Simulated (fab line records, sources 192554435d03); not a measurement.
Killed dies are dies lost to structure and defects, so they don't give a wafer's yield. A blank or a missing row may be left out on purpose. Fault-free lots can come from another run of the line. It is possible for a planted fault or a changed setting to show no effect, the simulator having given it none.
Split-lot trial    flow n5-finfet    route with 1938 steps; 7 lots, 21 wafers read

ON THE SPLIT
At N5_BEOL_M5_VIA_ETCH_34 (etches SiCOH lowk in C4F6/O2, target depth 88.3 nm, time 39.2 s), the setting source-w was moved away from the recipe's 345 W on 6 of the 21 wafers read, by +6.6% to +14.5%. The other wafers ran this setting at the recipe's value.

The reading comes from the split's own step.

THE READING
rf-vpp-V, in V, at N5_BEOL_M5_VIA_ETCH_34 (etches SiCOH lowk in C4F6/O2, target depth 88.3 nm, time 39.2 s). A value of 664 V with a standard deviation of 6.5 V is what fault-free wafers of this fab line usually give.

wafer   tool, chamber at the split  source-w as run, W  against the recipe  rf-vpp-V, V  against lot-mates on the recipe
L079.1  rie-diel-06, 1              375.2               +8.8%               644          -14
L079.4  rie-diel-06, 2              345                 recipe              658          -
L079.6  rie-diel-06, 0              375.2               +8.8%               632          -26
L080.1  rie-diel-02, 2              345                 recipe              668          -
L080.5  rie-diel-02, 0              345                 recipe              657          -
L080.6  rie-diel-02, 3              345                 recipe              656          -
L082.1  rie-diel-02, 0              345                 recipe              658          -
L082.2  rie-diel-02, 3              345                 recipe              655          -
L082.6  rie-diel-02, 0              345                 recipe              657          -
L084.2  rie-diel-03, 0              388.8               +12.7%              623          -51
L084.3  rie-diel-03, 2              345                 recipe              674          -
L084.4  rie-diel-03, 2              388.8               +12.7%              634          -40
L089.3  rie-diel-02, 0              345                 recipe              658          -
L089.4  rie-diel-02, 1              345                 recipe              662          -
L089.5  rie-diel-02, 0              394.9               +14.5%              612          -48
L087.1  rie-diel-06, 1              345                 recipe              670          -
L087.4  rie-diel-06, 2              345                 recipe              658          -
L087.6  rie-diel-06, 3              345                 recipe              663          -
L095.1  rie-diel-02, 1              345                 recipe              662          -
L095.3  rie-diel-02, 0              367.9               +6.6%               637          -24
L095.6  rie-diel-02, 1              345                 recipe              661          -

THE FIT
A straight line over all 21 wafers: rf-vpp-V changes by -2.89 V for each +1% of source-w; r = -0.93; the points scatter about the line by 6 V.
The same after taking each lot's own level away (the mean of its wafers on the recipe; 21 wafers): -3.26 V for each +1%; r = -0.96; scatter 5.1 V.
Per that fit: largest source-w move, reading shift of 47 V.
Measured against the standard deviation above, the lots' own levels, which go from 656.7 to 674.0 V, span 2.7 times it.
Thus the slope moves with the lot-to-lot level: the two fits are different.
Check: with one of the wafers moved furthest among these (+14.5%) left out of the fit, the line predicts -46.5 V for it against its lot-mates. Against them it came out at -48 V.
Tool readings at the split's step, against how far the setting was moved: rf-vpp-V r = -0.93.

THE OTHER SPLITS THESE WAFERS WENT THROUGH
These wafers also went through other splits before the reading. Each is held against what the fit with the lots' levels taken away leaves over:
other split on the same wafers  wafers away from the commonest value  r with rf-vpp-V (lot level and that fit taken away)
N5_BEOL_M1_COAT_68 spin-rpm     3                                     +0.12
N5_BEOL_M3_COAT_67 spin-rpm     7                                     +0.06
N5_BEOL_M3_COAT_76 spin-rpm     3                                     -0.34
N5_BEOL_M4_COAT_62 spin-rpm     4                                     +0.12
N5_BEOL_M4_COAT_73 spin-rpm     7                                     -0.09

THE WHOLE CHAIN: every reading that the file lists as answering this split, in the file's order
step                    what it does                                                     reading                                                         change (the file's fit)                r (the file's)
N5_BEOL_M5_VIA_ETCH_34  etches SiCOH lowk in C4F6/O2, target depth 88.3 nm, time 39.2 s  rf-vpp-V                                                        -3.27 V for each +1% of the setting    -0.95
N5_BEOL_M5_VIA_ETCH_34  etches SiCOH lowk in C4F6/O2, target depth 88.3 nm, time 39.2 s  etch.depth-nm (the simulator's own value, which no gauge read)  +0.308 nm for each +1% of the setting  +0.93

THE FILE'S OWN FIT
rf-vpp-V changes by -3.27 V for each +1% of source-w, r = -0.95.
